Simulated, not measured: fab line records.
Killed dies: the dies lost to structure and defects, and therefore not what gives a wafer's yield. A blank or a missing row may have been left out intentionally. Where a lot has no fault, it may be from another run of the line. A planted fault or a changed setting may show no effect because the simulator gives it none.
What tool caused it?	flow n5 finfet	Sampling: 11 lots, 30 wafers, 6 of 1938 route steps

== WHAT EACH GAUGE READ, for each wafer ==
N5_BEOL_M4_RC_MEAS_101. Usual: DIBL_N 36.2 mV/V, standard deviation 1.4; DIBL_P 36.1 mV/V, standard deviation 1.5; IOFF_N 0.153 nA/um, standard deviation 0.02; IOFF_P 0.215 nA/um, standard deviation 0.03; ION_N 672 uA/um, standard deviation 8.6; ION_P 463 uA/um, standard deviation 6.8; SS_N 71.5 mV/dec, standard deviation 0.47; SS_P 73.3 mV/dec, standard deviation 0.57; VT_N 250.6 mV, standard deviation 2.4; VT_P -249 mV, standard deviation 3.2.
lot	measured	on	DIBL_N (mV/V)	DIBL_P (mV/V)	IOFF_N (nA/um)	IOFF_P (nA/um)	ION_N (uA/um)	ION_P (uA/um)	SS_N (mV/dec)	SS_P (mV/dec)	VT_N (mV)	VT_P (mV)	flag
L928	day 8 01:47	prober-02	34.2 36.8 33.5	34.5 37.8 33.2	0.138 0.194 0.126	0.227 0.293 0.204	667 698 671	469 488 473	71.9 72.0 71.0	73.4 74.1 73.4	252.3 244.4 253.8	-246 -244 -246	
L929	day 8 07:58	prober-01	38.6 38.9 37.4	38.4 38.0 36.7	0.186 0.179 0.161	0.248 0.249 0.224	673 676 667	464 461 457	71.8 73.0 72.1	74.6 73.8 73.5	246.8 248.2 249.3	-245 -247 -250	
L931	day 8 22:47	prober-01	36.2 37.4 36.5	35.4 36.6 35.7	0.146 0.162 0.148	0.181 0.185 0.171	666 672 667	456 455 447	71.9 71.7 71.5	73.4 74.1 73.5	249.2 252.6 253.0	-255 -255 -255	
L934	day 9 22:04	prober-02	34.3 36.0 35.6	33.5 35.1 34.9	0.120 0.144 0.146	0.195 0.229 0.223	661 673 669	468 470 466	71.3 71.5 71.7	72.6 73.6 73.7	255.7 250.6 251.3	-250 -248 -248	
L936	day 9 22:13	prober-01	35.6 34.5 36.8	37.4 36.0 39.1	0.153 0.135 0.185	0.196 0.181 0.229	662 667 685	455 455 465	70.7 71.2 72.3	72.7 72.0 73.3	250.1 251.2 245.4	-252 -253 -249	
L935	day 10 03:40	prober-02	34.9 36.1 35.3	36.3 37.6 36.3	0.130 0.150 0.134	0.186 0.212 0.204	673 668 673	461 463 467	71.5 71.2 71.8	73.1 73.0 73.3	254.1 250.0 253.3	-253 -251 -251	
L938	day 10 20:20	prober-02	36.3 38.6 38.7	34.9 38.2 37.5	0.144 0.206 0.192	0.196 0.250 0.239	677 688 672	462 464 458	71.5 71.5 72.1	73.1 74.8 73.9	253.0 247.2 248.8	-252 -246 -248	
L944	day 12 01:34	prober-01	35.1 36.4 36.7	35.4 36.6 36.7	0.147 0.162 0.179	0.227 0.255 0.257	675 664 673	465 462 465	71.9 71.5 72.6	73.4 74.4 73.9	252.7 251.6 250.0	-247 -245 -244	
L943	day 12 06:14	prober-02	35.7 32.6	34.8 31.0	0.139 0.103	0.177 0.131	666 656	453 450	71.0 70.6	72.7 72.2	251.7 255.1	-253 -259	
L946	day 12 07:14	prober-02	36.3 36.2	35.7 34.8	0.150 0.144	0.215 0.204	659 665	459 459	71.2 71.3	73.9 73.7	250.0 248.6	-248 -251	
L945	day 12 12:50	prober-02	34.2 34.9	34.1 35.8	0.130 0.148	0.173 0.189	667 682	460 460	71.3 70.9	73.0 73.8	253.5 249.9	-253 -252	

== TOOL THAT RAN EACH LOT (tool first, then ch and the chambers of the sampled wafers, then the start) ==
lot	N5_BEOL_M3_SPUTTER_86	N5_BEOL_M3_ANNEAL_89	N5_BEOL_M3_ECD_50	N5_BEOL_M3_ANNEAL_51	N5_BEOL_M3_CMP_52
L928	pvd sputter-01, day 7 17:08	pvd sputter-01, day 7 17:26	ecd cu-01 ch 0,1, day 7 18:22	rtp anneal-02 ch 0, day 7 18:29	cmp-03 ch 0,2, day 7 18:47
L929	pvd sputter-01, day 7 20:38	pvd sputter-01, day 7 20:56	ecd cu-01 ch 0,1, day 7 21:52	rtp anneal-02 ch 0, day 7 22:16	cmp-01 ch 0,3, day 7 22:31
L931	pvd sputter-01, day 8 06:19	pvd sputter-01, day 8 06:37	ecd cu-02 ch 0,1, day 8 07:32	rtp anneal-01 ch 0, day 8 07:37	cmp-01 ch 0,1, day 8 07:55
L934	pvd sputter-02, day 9 10:37	pvd sputter-02, day 9 10:55	ecd cu-02 ch 0,1, day 9 11:51	rtp anneal-02 ch 0, day 9 12:00	cmp-01 ch 2,3, day 9 12:15
L936	pvd sputter-01, day 9 10:46	pvd sputter-01, day 9 11:05	ecd cu-01 ch 0,1, day 9 12:05	rtp anneal-01 ch 0, day 9 12:14	cmp-01 ch 1,3, day 9 12:29
L935	pvd sputter-03, day 9 16:17	pvd sputter-03, day 9 16:35	ecd cu-02 ch 0,1, day 9 17:29	rtp anneal-01 ch 0, day 9 17:34	cmp-04 ch 0,3, day 9 17:58
L938	pvd sputter-02, day 10 00:47	pvd sputter-02, day 10 01:05	ecd cu-01 ch 0,1, day 10 02:01	rtp anneal-01 ch 0, day 10 02:10	cmp-04 ch 1,2, day 10 02:22
L944	pvd sputter-01, day 11 12:57	pvd sputter-01, day 11 13:15	ecd cu-01 ch 0,1, day 11 14:10	rtp anneal-02 ch 0, day 11 14:15	cmp-03 ch 0,1,3, day 11 14:35
L943	pvd sputter-01, day 11 16:39	pvd sputter-01, day 11 16:59	ecd cu-01 ch 0,1, day 11 17:52	rtp anneal-02 ch 0, day 11 18:05	cmp-03 ch 0,1, day 11 18:22
L946	pvd sputter-02, day 11 17:55	pvd sputter-02, day 11 18:13	ecd cu-01 ch 0, day 11 19:07	rtp anneal-02 ch 0, day 11 19:15	cmp-01 ch 2,3, day 11 20:41
L945	pvd sputter-02, day 11 22:46	pvd sputter-02, day 11 23:04	ecd cu-01 ch 1, day 11 23:59	rtp anneal-02 ch 0, day 12 00:07	cmp-01 ch 1,3, day 12 00:27
- N5_BEOL_M3_SPUTTER_86: material Cu, target thk 4.5 nm, time 8.29 s.
- N5_BEOL_M3_ANNEAL_89: time 240 s.
- N5_BEOL_M3_ECD_50: material Cu, target thk 300 nm.
- N5_BEOL_M3_ANNEAL_51: time 90 s.
- N5_BEOL_M3_CMP_52: polishes, stops on SiOC, t overpolish 6.8 s, target thk 40 nm.

== AS READ BY THE TOOLS THEMSELVES (means over the sampled wafers that have a number; for cases with no such wafer, the mark the record gives instead) ==
N5_BEOL_M3_SPUTTER_86. Usual: throttle valve pct at 30.2 %, with a standard deviation of 0.89.
lot	tool	throttle valve pct (%)	flag
L928	pvd sputter-01	29.7	
L929	pvd sputter-01	29.7	
L931	pvd sputter-01	30.4	
L934	pvd sputter-02	31.1	
L936	pvd sputter-01	29.4	
L935	pvd sputter-03	29.8	
L938	pvd sputter-02	31.4	
L944	pvd sputter-01	29.9	
L943	pvd sputter-01	29.8	
L946	pvd sputter-02	29.8	
L945	pvd sputter-02	29.9	

N5_BEOL_M3_ANNEAL_89. Usual: heater power w at 820 W, with a standard deviation of 61.
lot	tool	heater power w (W)	flag
L928	pvd sputter-01	842	
L929	pvd sputter-01	837	
L931	pvd sputter-01	868	
L934	pvd sputter-02	862	
L936	pvd sputter-01	861	
L935	pvd sputter-03	770	
L938	pvd sputter-02	862	
L944	pvd sputter-01	864	
L943	pvd sputter-01	880	
L946	pvd sputter-02	844	
L945	pvd sputter-02	773	

N5_BEOL_M3_ANNEAL_51. Usual: wafer_temp_C_max at 226.1, with a standard deviation of 0.31.
lot	tool	wafer_temp_C_max	flag
L928	rtp anneal-02	225.9	
L929	rtp anneal-02	226.0	
L931	rtp anneal-01	225.9	
L934	rtp anneal-02	226.5	
L936	rtp anneal-01	226.0	
L935	rtp anneal-01	225.9	
L938	rtp anneal-01	225.8	
L944	rtp anneal-02	226.1	
L943	rtp anneal-02	226.2	
L946	rtp anneal-02	226.3	
L945	rtp anneal-02	226.1	

N5_BEOL_M3_CMP_52. Usual: motor current A 6.2 A, standard deviation 0.65; platen rpm 50.00 rpm, standard deviation 0.032; time to endpoint s 62.2 s, standard deviation 2.9.
lot	tool	motor current A (A)	platen rpm (rpm)	time to endpoint s (s)	flag
L928	cmp-03	6.7	49.99	58.6	
L929	cmp-01	6.2	49.98	62.5	
L931	cmp-01	7.3	49.99	59.8	
L934	cmp-01	5.9	50.00	62.3	
L936	cmp-01	7.2	49.99	62.7	
L935	cmp-04	6.2	50.01	64.9	
L938	cmp-04	5.7	50.02	64.8	
L944	cmp-03	6.1	49.99	60.1	
L943	cmp-03	6.7	49.97	31.2	OFF
L946	cmp-01	5.7	50.01	46.1	OFF
L945	cmp-01	6.9	50.02	43.8	OFF

== THE ANSWER, worked out from the rows above alone ==
Rule: a lot counts as off when the mean over its wafers that have a number is more than 3 standard deviations away from the usual mean. Also off: a lot with no number at a reading for which 4 or more lots have one. Any other lot the step has rows for is counted as sound. The gauges are gone through in route order, then the tools' own readings, and for those a lot's mean is taken as printed above. The first step at which some lot is off is used, and at that step the reading that is off furthest; a lot without a number counts as furthest.
Off, at N5_BEOL_M3_CMP_52 on time to endpoint s: L943, L946, L945.
If a tool, at that step or one of the process steps before it, ran each lot that is off and ran no sound lot following the first of them, it fits. Undecided on this evidence; 2 tools fit (ecd cu-01 at N5_BEOL_M3_ECD_50, rtp anneal-02 at N5_BEOL_M3_ANNEAL_51).

== WHAT THE SIMULATOR HAD PUT IN ==
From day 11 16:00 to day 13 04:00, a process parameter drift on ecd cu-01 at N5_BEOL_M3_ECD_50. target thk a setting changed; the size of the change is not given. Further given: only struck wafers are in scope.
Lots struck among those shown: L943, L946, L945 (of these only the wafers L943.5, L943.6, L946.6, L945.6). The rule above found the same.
